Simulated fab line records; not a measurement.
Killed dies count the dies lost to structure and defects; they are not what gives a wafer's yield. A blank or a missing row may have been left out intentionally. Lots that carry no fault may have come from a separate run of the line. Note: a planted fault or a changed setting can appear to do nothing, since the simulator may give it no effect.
Chamber matching -- flow n5Finfet -- 3 sister chambers for N5_BEOL_M6_CURE_75 on uvCure-01
The step cures SiCOH lowk, time 120 s. 3 wafers are shown with their chamber, then 10 later ones without.

EACH WAFER AND ITS CHAMBER
wafer,chamber,wafer_temp_C_max
L086.5,1,372.3
L087.5,2,370.9
L090.5,0,372.1

WAFERS WITH NO CHAMBER GIVEN
wafer,wafer_temp_C_max
L090.6,371.7
L091.1,373.2
L091.2,373.3
L091.6,372.7
L093.2,371.7
L093.4,372.7
L093.5,372.2
L096.2,370.6
L096.4,371.4
L096.5,370.7

WHICH CHAMBER EACH WENT THROUGH
wafer,from the rows above,in truth
L090.6,can't be placed: 0 or 1 or 2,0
L091.1,can't be placed: 1 or 0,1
L091.2,can't be placed: 1 or 0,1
L091.6,can't be placed: 1 or 0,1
L093.2,can't be placed: 0 or 1 or 2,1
L093.4,can't be placed: 1 or 0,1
L093.5,can't be placed: 0 or 1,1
L096.2,2,2
L096.4,can't be placed: 2 or 0 or 1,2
L096.5,2,2
Placed correctly: 2 of 10. From these rows, 8 cannot be placed; in 8 the true chamber is one of the candidates. Number placed wrongly: 0.
How it was worked out, from the rows above alone: a wafer's distance from a chamber is the root of the sum, over the readings, of the square of ((its reading less the chamber's mean) divided by the reading's scatter). If the next closest chamber is less than 2 further off than the closest, the wafer can't be placed; otherwise it belongs to the closest. The mean given for a chamber averages the wafers shown for that chamber. The scatter (one wafer shown for each chamber): square how far every hidden wafer sits from the nearest shown wafer, average those squares and take the square root.
